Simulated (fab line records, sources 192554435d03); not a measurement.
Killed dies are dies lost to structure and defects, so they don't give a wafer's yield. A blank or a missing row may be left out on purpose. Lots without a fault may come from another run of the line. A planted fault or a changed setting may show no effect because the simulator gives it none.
fab line records | flow n5_finfet
record lots=7 wafers=39
route steps=1938 shown BEOL_M7@1267 BEOL_M11@1536 BEOL_M13@1705 PASSIVATION@1929
start_h: hours from the record's first day to the start of the lot's first wafer shown | wait_h: hours since the lot's step before | " the same as in the row above | L1.1+2: a row that stands for several wafers | - no value, or no start given | * or withheld: withheld | < > ~ a bound
route shown NAME@n: a module of which the file shows steps, and the number in the route of the first | usual: mean/standard deviation of fault-free wafers | same: alike in all rows | chamber/n: place in a boat | sites: the reading at each site | _std_site: their standard deviation | _edge_site: outer sites' mean less inner sites' | radius_mm: how far each site lies from the wafer's centre | mask NAME#n: copy n | behind: the tool/chamber that last shaped the wafer | hold: why the lot was held/for how many hours/how that ended | device: the transistor (n, p or np) that didn't switch | end of line: the same wafers' tests at the end of the route | a step without rows: its recipe alone | killed: dies lost to structure and defects at the first sort, not the wafer's yield | map: a wafer's dies, x killed, . not, _ none there
set.NAME: the setting as run; set.NAME@STEP: as run at that earlier step | model.NAME: the simulator's own value behind a step, which no gauge read
lots whose settings were changed on purpose; a table a step, a row a wafer
## steps
# step N5_BEOL_M7_HM_DEP_02
# recipe material=TiN target_thk_a=200 temp_c=25 chamber_pressure_pa=0.49996
# columns lot.wafer tool chamber start_h wait_h set.target_thk_a model.TiN_of_BEOL_M7_HM_DEP_02.thk_nm
L075.1 pvd_sputter-02 - 194.93 2.5 200 20.4
L075.3+4 " - " " 200 20.6
L080.1+4 pvd_sputter-03 - 221.60 0.5 200 20
L080.2+6 " - " " 271.7 27.4
L080.3 " - " " 271.7 27.2
L080.5 " - " " 200 20.2
L086.1+3 pvd_sputter-01 - 257.05 1.3 317.7 31.8
L086.2 " - " " 317.7 31.6
L086.4 " - " " 200 20.2
L086.5 " - " " 200 19.6
L086.6 " - " " 200 20
L087.1 pvd_sputter-01 - 257.15 0.6 267.8 26.6
L087.2+6 " - " " 267.8 26.8
L087.3+4+5 " - " " 200 20
L089.1+6 pvd_sputter-02 - 279.40 0.1 200 20.2
L089.2 " - " " 138.5 14.2
L089.3 " - " " 200 20.4
L089.4 " - " " 138.5 13.8
L089.5 " - " " 138.5 14
L090.1+2+3 pvd_sputter-02 - 286.33 2.2 200 20
L090.4 " - " " 245.8 24.4
L090.5+6 " - " " 245.8 24.6
L092.1+5+6 pvd_sputter-03 - 309.01 0.6 200 20
L092.2 " - " " 244.4 24.6
L092.3+4 " - " " 244.4 24.4
# step N5_BEOL_M7_COAT_59
# recipe resist=SOC temp_c=250 time_s=60 spin_rpm=1500 resist_thk_nm=100
# step N5_BEOL_M7_COAT_60
# recipe resist=SiARC temp_c=220 time_s=60 spin_rpm=1500 resist_thk_nm=35
# step N5_BEOL_M7_STRIP_68
# recipe chemistry=N2/H2 temp_c=40 n2_flow_sccm=200 h2_flow_sccm=200 rf_frequency_hz=6e+07
# step N5_BEOL_M7_STRIP_67
# recipe chemistry=CF4 resist=SiARC power_w=300 bias_power_w=75 pressure_mtorr=50 cf4_flow_sccm=150 rf_frequency_hz=6e+07
# step N5_BEOL_M7_HM_OPEN_17
# recipe chemistry=Cl2/BCl3 target_depth_a=200 overetch_a=60 target=TiN mask_material=SOC ion_energy_ev=150 pressure_mtorr=10 icp_w=1000 bias_w=126 Cl2_flow_sccm=53.25 bcl3_flow_sccm=21.75 Ar_flow_sccm=25
# columns lot.wafer tool chamber start_h wait_h set.target_thk_a@BEOL_M7_HM_DEP_02 model.etch.depth_nm
L075.1 rie_metal-02 1 196.09 0.0 200 20.44
L075.3 " 0 " " 200 20.6
L075.4 " 1 " " 200 20.53
L080.1 rie_metal-01 0 222.73 0.0 200 20.04
L080.2 " 1 " " 271.7 26.58
L080.3 " 0 " " 271.7 26.53
L080.4 " 1 " " 200 20.01
L080.5 " 0 " " 200 20.17
L080.6 " 1 " " 271.7 26.49
L086.1 rie_metal-03 0 257.92 0.0 317.7 26.66
L086.2 " 1 " " 317.7 25.87
L086.3 " 0 " " 317.7 26.65
L086.4 " 1 " " 200 20.1
L086.5 " 1 " " 200 19.63
L086.6 " 0 " " 200 19.92
L087.1 rie_metal-01 0 258.01 0.0 267.8 26.17
L087.2 " 1 " " 267.8 25.95
L087.3 " 0 " " 200 19.91
L087.4 " 1 " " 200 19.92
L087.5 " 0 " " 200 20.06
L087.6 " 1 " " 267.8 26.07
L089.1 rie_metal-02 0 280.50 0.0 200 20.28
L089.2 " 1 " " 138.5 14.18
L089.3 " 0 " " 200 20.31
L089.4 " 1 " " 138.5 13.9
L089.5 " 1 " " 138.5 14.05
L089.6 " 0 " " 200 20.2
L090.1 rie_metal-02 0 287.22 0.0 200 20.09
L090.2 " 1 " " 200 20.03
L090.3 " 1 " " 200 20.05
L090.4 " 0 " " 245.8 24.44
L090.5 " 0 " " 245.8 24.6
L090.6 " 1 " " 245.8 24.51
L092.1 rie_metal-03 0 309.87 0.0 200 20
L092.2 " 1 " " 244.4 24.51
L092.3 " 1 " " 244.4 24.43
L092.4 " 0 " " 244.4 24.35
L092.5 " 0 " " 200 20.05
L092.6 " 1 " " 200 20.02
# step N5_BEOL_M7_STRIP_19
# recipe chemistry=O2 power_w=400 temp_c=40 pressure_mtorr=30 rf_frequency_hz=6e+07 bias_power_w=0 overash_fraction=0.2 o2_flow_sccm=225
# step N5_BEOL_M7_ETCH_41
# recipe chemistry=CH3F/O2 target=SiCN target_depth_a=319 taper_deg=2 time_s=57.8 ion_energy_ev=120 mask_material=TiN pressure_mtorr=30 source_w=395 bias_w=75 Ar_flow_sccm=150 CH3F_flow_sccm=30 O2_flow_sccm=20
# step N5_BEOL_M7_STRIP_80
# recipe chemistry=N2/H2 time_s=10 power_w=450 temp_c=40 pressure_mtorr=20 rf_frequency_hz=6e+07 bias_power_w=7 n2_flow_sccm=200 h2_flow_sccm=200
# step N5_BEOL_M7_OCD_MEAS_38
# usual trench_depth_nm=93.2/1.3
# columns lot.wafer tool chamber start_h wait_h set.target_thk_a@BEOL_M7_HM_DEP_02 trench_depth_nm
L075.1 ocd-02 - 197.49 - 200 95.0
L075.3 " - " " 200 92.1
L075.4 " - " " 200 92.1
L080.1 ocd-01 - 225.65 - 200 94.4
L080.2 " - " " 271.7 87.0
L080.3 " - " " 271.7 89.5
L080.4 " - " " 200 91.5
L080.5 " - " " 200 93.5
L080.6 " - " " 271.7 86.8
L087.1 ocd-01 - 259.62 - 267.8 91.3
L087.2 " - " " 267.8 90.7
L087.3 " - " " 200 92.3
L087.4 " - " " 200 94.4
L087.5 " - " " 200 92.6
L087.6 " - " " 267.8 91.1
L086.1 ocd-01 - 260.27 - 317.7 0.3
L086.2 " - " " 317.7 0.9
L086.3 " - " " 317.7 0.9
L086.4 " - " " 200 94.7
L086.5 " - " " 200 92.8
L086.6 " - " " 200 91.0
L089.1 ocd-01 - 282.43 - 200 94.1
L089.2 " - " " 138.5 93.0
L089.3 " - " " 200 94.7
L089.4 " - " " 138.5 91.6
L089.5 " - " " 138.5 92.0
L089.6 " - " " 200 92.7
L090.1 ocd-02 - 290.11 - 200 91.4
L090.2 " - " " 200 93.3
L090.3 " - " " 200 91.4
L090.4 " - " " 245.8 94.2
L090.5 " - " " 245.8 93.9
L090.6 " - " " 245.8 91.6
L092.1 ocd-01 - 313.48 - 200 93.9
L092.2 " - " " 244.4 94.4
L092.3 " - " " 244.4 92.0
L092.4 " - " " 244.4 94.9
L092.5 " - " " 200 94.4
L092.6 " - " " 200 94.8
# step N5_BEOL_M7_DEP_56
# recipe material=SiCN target_thk_a=100 temp_c=withheld precursor=3MS/NH3 pressure_torr=3 rf_w=202 time_s=17.5
# columns lot.wafer tool chamber start_h wait_h set.target_thk_a model.SiCN_of_BEOL_M7_DEP_56.thk_nm
L075.1 pecvd-03 1 200.90 0.0 100 9.8
L075.3 " 0 " " 100 10
L075.4 " 1 " " 100 10.2
L080.1 pecvd-02 2 228.13 0.0 100 10
L080.2+4 " 0,2 " " 100 9.8
L080.3+5 " 0 " " 153.2 15.2
L080.6 " 2 " " 153.2 15.4
L087.1 pecvd-03 1 262.39 0.0 136.7 13.6
L087.2 " 2 " " 100 9.8
L087.3+4 " 0 " " 100 10
L087.5 " 2 " " 136.7 14
L087.6 " 1 " " 136.7 13.8
L086.1+6 pecvd-02 2 263.13 0.0 100 10
L086.2+4 " 0,1 " " 70.79 7
L086.3 " 1 " " 100 9.8
L086.5 " 0 " " 70.79 7.2
L089.1+4 pecvd-02 0 287.21 0.0 134.3 13.4
L089.2 " 1 " " 100 9.8
L089.3 " 2 " " 100 10
L089.5 " 1 " " 134.3 13.6
L089.6 " 2 " " 100 10.2
L090.1+3 pecvd-03 2,0 293.98 0.0 100 10
L090.2+5+6 " 1,2,0 " " 100 10.2
L090.4 " 1 " " 100 10.4
L092.1+6 pecvd-04 1,0 316.92 0.0 100 10
L092.2+3 " 2,0 " " 100 9.8
L092.4+5 " 2,1 " " 100 10.2
# step N5_BEOL_M11_ILD_DEP_00
# recipe material=SiCOH_lowk target_thk_a=3085.1 temp_c=300 precursor=DEMS/porogen pressure_torr=5 rf_w=500 time_s=58
# columns lot.wafer tool chamber start_h wait_h set.time_s model.SiCOH_lowk_of_BEOL_M11_ILD_DEP_00.thk_nm
L075.1 pecvd-02 2 222.93 0.0 58 310
L075.3 " 0 " " 58 316.4
L075.4 " 2 " " 58 312.8
L080.1 pecvd-03 0 253.08 0.0 58 301.6
L080.2 " 1 " " 58 302
L080.3 " 2 " " 58 305.2
L080.4 " 2 " " 33.92 180.8
L080.5 " 1 " " 33.92 181.2
L080.6 " 0 " " 33.92 177.6
L087.1 pecvd-04 1 286.93 0.0 58 300
L087.2 " 2 " " 41.3 216.2
L087.3 " 0 " " 58 302.2
L087.4 " 1 " " 41.3 220
L087.5 " 2 " " 58 307.8
L087.6 " 0 " " 41.3 218.4
L086.1 pecvd-03 1 288.84 0.0 58 303.8
L086.2 " 0 " " 83.92 438.4
L086.3 " 2 " " 58 306
L086.4+6 " 2,0 " " 83.92 443.2
L086.5 " 1 " " 58 308.6
L089.1 pecvd-03 0 312.83 0.0 58 307
L089.2 " 1 " " 58 305.6
L089.3 " 2 " " 58 303.6
L089.4 " 1 " " 58 312
L089.5 " 0 " " 58 313.6
L089.6 " 2 " " 58 310.4
L090.1 pecvd-03 0 315.97 0.0 71.43 375.4
L090.2 " 2 " " 58 307.6
L090.3 " 1 " " 71.43 377.2
L090.4 " 2 " " 58 308
L090.5 " 0 " " 71.43 377.6
L090.6 " 1 " " 58 310.2
L092.1 pecvd-04 0 343.13 0.0 58 299.6
L092.2 " 2 " " 69.06 357.6
L092.3 " 1 " " 58 302.6
L092.4 " 0 " " 69.06 364.8
L092.5 " 1 " " 58 301.8
L092.6 " 2 " " 69.06 367.2
# step N5_BEOL_M11_CURE_71
# recipe temp_c=385 time_s=240 ambient=He/Ar material=SiCOH_lowk
# columns lot.wafer tool chamber start_h wait_h set.time_s@BEOL_M11_ILD_DEP_00 model.SiCOH_lowk_of_BEOL_M11_ILD_DEP_00.thk_nm
L075.1 uv_cure-02 2 223.04 0.1 58 269.4
L075.3 " 2 " " 58 275
L075.4 " 2 " " 58 271.8
L080.1 uv_cure-03 1 253.16 0.0 58 261.8
L080.2 " 1 " " 58 262.2
L080.3 " 1 " " 58 265.2
L080.4 " 1 " " 33.92 156
L080.5 " 1 " " 33.92 156.4
L080.6 " 1 " " 33.92 153.2
L087.1 uv_cure-01 0 287.01 0.0 58 260.4
L087.2 " 0 " " 41.3 186.8
L087.3 " 0 " " 58 262.4
L087.4 " 0 " " 41.3 190
L087.5 " 0 " " 58 267.4
L087.6 " 0 " " 41.3 188.8
L086.1 uv_cure-01 0 288.92 0.0 58 263.8
L086.2 " 0 " " 83.92 383.6
L086.3 " 0 " " 58 265.8
L086.4 " 0 " " 83.92 387.8
L086.5 " 0 " " 58 268
L086.6 " 0 " " 83.92 388
L089.1 uv_cure-03 2 312.91 0.0 58 266.6
L089.2 " 2 " " 58 265.4
L089.3 " 2 " " 58 263.6
L089.4 " 2 " " 58 271
L089.5 " 2 " " 58 272.4
L089.6 " 2 " " 58 269.8
L090.1 uv_cure-02 1 316.05 0.0 71.43 327.2
L090.2 " 1 " " 58 267.2
L090.3 " 1 " " 71.43 329
L090.4 " 1 " " 58 267.6
L090.5 " 1 " " 71.43 329.4
L090.6 " 1 " " 58 269.6
L092.1 uv_cure-02 1 343.26 0.1 58 260.2
L092.2 " 1 " " 69.06 311.6
L092.3 " 1 " " 58 262.8
L092.4 " 1 " " 69.06 317.8
L092.5 " 1 " " 58 262.2
L092.6 " 1 " " 69.06 320
# step N5_BEOL_M11_THK_MEAS_01
# recipe reads=SiCOH_lowk_of_BEOL_M11_ILD_DEP_00
# usual M11_ILD_THK=267/3.2
# columns lot.wafer tool chamber start_h wait_h set.time_s@BEOL_M11_ILD_DEP_00 M11_ILD_THK[nm]
L075.1 film_metro-02 - 223.55 0.4 58 269
L075.3 " - " " 58 275
L075.4 " - " " 58 272
L080.1 film_metro-02 - 254.16 0.8 58 262
L080.2 " - " " 58 262
L080.3 " - " " 58 265
L080.4 " - " " 33.92 156
L080.5 " - " " 33.92 156
L080.6 " - " " 33.92 153
L087.1 film_metro-02 - 287.52 0.4 58 261
L087.2 " - " " 41.3 187
L087.3 " - " " 58 262
L087.4 " - " " 41.3 190
L087.5 " - " " 58 267
L087.6 " - " " 41.3 189
L086.1 film_metro-01 - 289.43 0.4 58 264
L086.2 " - " " 83.92 384
L086.3 " - " " 58 266
L086.4 " - " " 83.92 388
L086.5 " - " " 58 268
L086.6 " - " " 83.92 388
L089.1 film_metro-01 - 313.42 0.4 58 267
L089.2 " - " " 58 266
L089.3 " - " " 58 264
L089.4 " - " " 58 271
L089.5 " - " " 58 272
L089.6 " - " " 58 270
L090.1 film_metro-02 - 316.56 0.4 71.43 327
L090.2 " - " " 58 267
L090.3 " - " " 71.43 329
L090.4 " - " " 58 267
L090.5 " - " " 71.43 329
L090.6 " - " " 58 269
L092.1 film_metro-02 - 343.77 0.4 58 260
L092.2 " - " " 69.06 312
L092.3 " - " " 58 263
L092.4 " - " " 69.06 318
L092.5 " - " " 58 262
L092.6 " - " " 69.06 320
# step N5_BEOL_M13_SPUTTER_43
# recipe material=TaN target_thk_a=150 temp_c=50 bias_v=168.6 power_w=15000 chamber_pressure_pa=0.12 time_s=24.19
# columns lot.wafer tool chamber start_h wait_h set.time_s model.TaN_of_BEOL_M13_SPUTTER_43.thk_nm
L075.1 pvd_sputter-02 - 242.01 0.0 24.19 15.2
L075.3 " - " " 24.19 14.8
L075.4 " - " " 24.19 15
L080.1+6 pvd_sputter-01 - 273.36 0.0 28.67 17.6
L080.2 " - " " 24.19 14.8
L080.3 " - " " 24.19 15
L080.4 " - " " 28.67 17.8
L080.5 " - " " 24.19 15.2
L086.1 pvd_sputter-01 - 305.75 0.0 24.19 15
L086.2+6 " - " " 24.19 14.8
L086.3+5 " - " " 32.16 20
L086.4 " - " " 32.16 19.8
L087.1+4 pvd_sputter-01 - 314.30 0.0 24.19 14.8
L087.2 " - " " 24.19 14.6
L087.3 " - " " 19.15 11.6
L087.5 " - " " 19.15 11.8
L087.6 " - " " 19.15 11.4
L089.1 pvd_sputter-01 - 331.98 0.0 24.19 14.8
L089.2+5 " - " " 24.19 14.6
L089.3+4+6 " - " " 17.8 10.8
L090.1 pvd_sputter-01 - 334.04 0.0 20.33 12.6
L090.2 " - " " 20.33 12.4
L090.3+4 " - " " 24.19 15
L090.5 " - " " 20.33 12.8
L090.6 " - " " 24.19 15.2
L092.1+3+4 pvd_sputter-03 - 357.72 0.0 24.19 15
L092.2+5+6 " - " " 24.19 15.2
# step N5_BEOL_M13_SPUTTER_44
# recipe material=Ta target_thk_a=100 temp_c=50 bias_v=80 power_w=15000 chamber_pressure_pa=0.07 time_s=16.13
# step N5_BEOL_M13_SPUTTER_45
# recipe material=Cu target_thk_a=800 temp_c=-20 bias_v=60 power_w=26000 chamber_pressure_pa=0.13 time_s=13.33
# step N5_BEOL_M13_ECD_47
# recipe material=Cu target_thk_a=9360
# step N5_BEOL_M13_ANNEAL_48
# recipe temp_c=225 time_s=90 ambient=N2
# step N5_BEOL_M13_CMP_49
# recipe stop_on=SiOC t_overpolish_s=17.1 down_force_psi=1 platen_rpm=50 clearing_platen_down_force_psi=1.5 clearing_platen_rpm=50 post_cmp_clean=cu_alkaline target_thk_nm=420 clearing_platen_pad_velocity_m_s=0.99484 pad_velocity_m_s=0.99484
# usual barrier_field_endpoint_s=30.3/0.68
# columns lot.wafer tool chamber start_h wait_h set.time_s@BEOL_M13_SPUTTER_43 barrier_field_endpoint_s
L075.1 cmp-04 1 242.75 0.3 24.19 30.8
L075.3 " 2 " " 24.19 30.4
L075.4 " 0 " " 24.19 30.2
L080.1 cmp-03 1 274.84 0.3 28.67 33.9
L080.2 " 2 " " 24.19 30.3
L080.4 " 3 " " 28.67 33.2
L080.3 " 0 " " 24.19 30.6
L080.5 " 1 " " 24.19 31.2
L080.6 " 2 " " 28.67 33.5
L086.1 cmp-04 0 306.49 0.3 24.19 29.6
L086.3 " 1 " " 32.16 36.7
L086.4 " 2 " " 32.16 34.9
L086.2 " 3 " " 24.19 29.9
L086.6 " 0 " " 24.19 30.0
L086.5 " 1 " " 32.16 36.6
L087.3 cmp-03 0 315.04 0.2 19.15 25.4
L087.1 " 1 " " 24.19 29.9
L087.2 " 2 " " 24.19 29.9
L087.4 " 3 " " 24.19 29.4
L087.5 " 0 " " 19.15 25.9
L087.6 " 1 " " 19.15 26.4
L089.2 cmp-02 2 332.72 0.2 24.19 29.5
L089.3 " 3 " " 17.8 25.5
L089.1 " 0 " " 24.19 29.3
L089.4 " 1 " " 17.8 25.4
L089.6 " 2 " " 17.8 25.2
L089.5 " 3 " " 24.19 29.5
L090.4 cmp-03 1 334.78 0.1 24.19 31.2
L090.2 " 2 " " 20.33 26.9
L090.1 " 3 " " 20.33 27.0
L090.3 " 0 " " 24.19 30.1
L090.5 " 1 " " 20.33 28.0
L090.6 " 2 " " 24.19 30.6
L092.3 cmp-02 0 358.46 0.2 24.19 29.8
L092.1 " 1 " " 24.19 29.8
L092.2 " 2 " " 24.19 30.0
L092.4 " 3 " " 24.19 30.6
L092.5 " 0 " " 24.19 29.7
L092.6 " 1 " " 24.19 30.7
# step N5_PASSIVATION_PASS_ETCH_47
# recipe chemistry=CF4/O2 target=SiNx target_depth_a=7700 time_s=385 ion_energy_ev=100 pressure_mtorr=40 source_w=535 bias_w=49 Ar_flow_sccm=100 cf4_flow_sccm=100 O2_flow_sccm=10
# columns lot.wafer tool chamber start_h wait_h set.time_s model.etch.depth_nm
L075.1 rie_diel-03 2 263.50 0.0 385 779
L075.3 " 3 " " 385 758.2
L075.4 " 1 " " 385 768.9
L080.1 rie_diel-04 2 302.28 0.0 385 757.9
L080.2 " 3 " " 215.8 431.9
L080.3 " 1 " " 215.8 434.2
L080.4 " 0 " " 385 786.4
L080.5 " 1 " " 385 789.4
L080.6 " 0 " " 215.8 442.2
L086.1 rie_diel-04 3 336.40 0.0 385 769.6
L086.2 " 2 " " 385 759.1
L086.3 " 1 " " 385 781.4
L086.4+6 " 1,3 " " 501.5 1020
L086.5 " 2 " " 501.5 991.6
L087.1 rie_diel-04 2 342.97 0.0 385 751.8
L087.2 " 1 " " 267.2 539
L087.3 " 0 " " 267.2 538.7
L087.4 " 3 " " 385 769.8
L087.5 " 0 " " 267.2 539.3
L087.6 " 3 " " 385 769.3
L089.1 rie_diel-05 2 355.00 0.0 385 773
L089.2 " 3 " " 385 784.4
L089.3 " 0 " " 385 786.7
L089.4 " 1 " " 385 750.5
L089.5 " 1 " " 385 751.6
L089.6 " 2 " " 385 772.8
L090.1 rie_diel-04 3 355.55 0.0 482.6 971.5
L090.2 " 2 " " 482.6 947.8
L090.3 " 1 " " 385 783.8
L090.4 " 0 " " 385 786.3
L090.5 " 0 " " 385 785.8
L090.6 " 1 " " 482.6 989.7
L092.1 rie_diel-04 2 383.81 0.0 385 758.4
L092.2 " 1 " " 385 786.6
L092.3 " 0 " " 385 784.7
L092.4 " 2 " " 385 757.6
L092.5 " 0 " " 385 783
L092.6 " 1 " " 385 786.9
## key
split step=N5_BEOL_M7_HM_DEP_02 setting=target_thk_a stated=200 by=wafer
response step=N5_BEOL_M7_HM_DEP_02 reading=model.TiN_of_BEOL_M7_HM_DEP_02.thk_nm change=+0.201 per=1% r=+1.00
response step=N5_BEOL_M7_HM_OPEN_17 reading=model.etch.depth_nm change=+0.154 per=1% r=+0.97
response step=N5_BEOL_M7_OCD_MEAS_38 reading=trench_depth_nm shape=bent at_lowest=92.2 at_stated=93.2 at_highest=0.7
split step=N5_BEOL_M7_DEP_56 setting=target_thk_a stated=100 by=wafer
response step=N5_BEOL_M7_DEP_56 reading=model.SiCN_of_BEOL_M7_DEP_56.thk_nm change=+0.102 per=1% r=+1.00
split step=N5_BEOL_M11_ILD_DEP_00 setting=time_s stated=58 by=wafer
response step=N5_BEOL_M11_ILD_DEP_00 reading=model.SiCOH_lowk_of_BEOL_M11_ILD_DEP_00.thk_nm change=+3 per=1% r=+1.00
response step=N5_BEOL_M11_CURE_71 reading=model.SiCOH_lowk_of_BEOL_M11_ILD_DEP_00.thk_nm change=+2.65 per=1% r=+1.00
response step=N5_BEOL_M11_THK_MEAS_01 reading=M11_ILD_THK change=+2.66 per=1% r=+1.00
split step=N5_BEOL_M13_SPUTTER_43 setting=time_s stated=24.19 by=wafer
response step=N5_BEOL_M13_SPUTTER_43 reading=model.TaN_of_BEOL_M13_SPUTTER_43.thk_nm change=+0.15 per=1% r=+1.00
response step=N5_BEOL_M13_CMP_49 reading=barrier_field_endpoint_s change=+0.177 per=1% r=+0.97
split step=N5_PASSIVATION_PASS_ETCH_47 setting=time_s stated=385 by=wafer
response step=N5_PASSIVATION_PASS_ETCH_47 reading=model.etch.depth_nm change=+7.65 per=1% r=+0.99
